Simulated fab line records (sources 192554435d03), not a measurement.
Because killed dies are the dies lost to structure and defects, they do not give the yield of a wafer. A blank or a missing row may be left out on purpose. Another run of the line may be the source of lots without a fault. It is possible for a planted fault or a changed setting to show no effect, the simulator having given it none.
Split-lot trial	flow n5_finfet	7 lots, 39 wafers read, on a route of 1938 steps

## THE SPLIT ITSELF
At N5_HKMG_FIN_EXPOSE_46 (exposes mask NDIPOLE), the setting dose_mj was moved away from the recipe's 40 on 15 of the 39 wafers read, by -4.3% to +7.7%. For the rest of the wafers, this setting stayed at what the recipe calls for.

## FROM THE SPLIT TO THE READING: what the file shows between them, 2 steps
- N5_HKMG_FIN_PEB_47: peb time 60 s
- N5_HKMG_FIN_DEVELOP_48: develop time 30 s

## THE READING
At N5_HKMG_FIN_CD_MEAS_49: cd_nm in nanometres, against a target cd of 202 nm. Fault-free wafers of this fab line usually give 202.3 nm, standard deviation 0.64 nm.

wafer	tool, chamber at the split	dose_mj as run	against the recipe	cd_nm, nm	against lot-mates on the recipe
L077.1	arfi_scanner-02, 0	41.02	+2.6%	203.9	+1.6
L077.2	arfi_scanner-02, 0	41.02	+2.6%	203.3	+1.0
L077.3	arfi_scanner-02, 0	40	recipe	203.0	-
L077.4	arfi_scanner-02, 0	40	recipe	202.3	-
L077.5	arfi_scanner-02, 0	40	recipe	201.7	-
L077.6	arfi_scanner-02, 0	41.02	+2.6%	203.1	+0.8
L081.1	arfi_scanner-03, 0	40	recipe	201.7	-
L081.2	arfi_scanner-03, 0	40	recipe	203.0	-
L081.3	arfi_scanner-03, 0	43.06	+7.7%	207.2	+4.8
L081.4	arfi_scanner-03, 0	43.06	+7.7%	206.9	+4.5
L081.5	arfi_scanner-03, 0	43.06	+7.7%	206.4	+4.0
L081.6	arfi_scanner-03, 0	40	recipe	202.4	-
L084.1	arfi_scanner-02, 0	40	recipe	201.9	-
L084.2	arfi_scanner-02, 0	40	recipe	202.3	-
L084.3	arfi_scanner-02, 0	40	recipe	202.1	-
L084.4	arfi_scanner-02, 0	40	recipe	201.4	-
L084.5	arfi_scanner-02, 0	40	recipe	202.5	-
L084.6	arfi_scanner-02, 0	40	recipe	203.6	-
L085.1	arfi_scanner-01, 0	40	recipe	203.1	-
L085.4	arfi_scanner-01, 0	40	recipe	203.4	-
L085.6	arfi_scanner-01, 0	40	recipe	203.2	-
L091.1	arfi_scanner-01, 0	38.28	-4.3%	199.2	-3.3
L091.2	arfi_scanner-01, 0	40	recipe	202.9	-
L091.3	arfi_scanner-01, 0	40	recipe	202.5	-
L091.4	arfi_scanner-01, 0	38.28	-4.3%	199.6	-2.9
L091.5	arfi_scanner-01, 0	40	recipe	202.2	-
L091.6	arfi_scanner-01, 0	38.28	-4.3%	199.7	-2.8
L096.1	arfi_scanner-02, 0	40	recipe	201.5	-
L096.2	arfi_scanner-02, 0	40	recipe	202.2	-
L096.3	arfi_scanner-02, 0	40	recipe	202.7	-
L096.4	arfi_scanner-02, 0	41.91	+4.8%	205.6	+3.5
L096.5	arfi_scanner-02, 0	41.91	+4.8%	203.7	+1.6
L096.6	arfi_scanner-02, 0	41.91	+4.8%	206.3	+4.2
L097.1	arfi_scanner-02, 0	40	recipe	202.5	-
L097.2	arfi_scanner-02, 0	41.17	+2.9%	203.9	+1.3
L097.3	arfi_scanner-02, 0	41.17	+2.9%	203.5	+0.9
L097.4	arfi_scanner-02, 0	41.17	+2.9%	204.5	+1.9
L097.5	arfi_scanner-02, 0	40	recipe	202.4	-
L097.6	arfi_scanner-02, 0	40	recipe	203.0	-

THE FIT
A straight line over all 39 wafers: cd_nm changes by +0.587 nm for each +1% of dose_mj; r = +0.94; the points scatter about the line by 0.62 nm.
The same after taking each lot's own level away (the mean of its wafers on the recipe; 39 wafers): +0.609 nm for each +1%; r = +0.95; scatter 0.57 nm.
Per that fit: largest dose_mj move, reading shift of 4.7 nm.
The lots' own levels span 202.13 to 203.23 nm, that is 1.7 times the standard deviation above.
The two slopes agree, so the slope changes little with the lot-to-lot level.
Check: with one of the wafers moved furthest among these (+7.7%) left out of the fit, the line predicts +4.5 nm for it against its lot-mates. Against them it came out at +4.83 nm.

## FURTHER SPLITS ON THESE WAFERS
Note: prior to the reading, these wafers also went through further splits. Each is held against what the fit with the lots' levels taken away leaves over:
other split on the same wafers	wafers away from the commonest value	r with cd_nm (lot level and that fit taken away)
N5_SD_EPI_P_EPI_21 epi_growth_time_s	12	+0.20

## THE FILE'S OWN FIT
cd_nm changes by +0.596 nm for each +1% of dose_mj, r = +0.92.
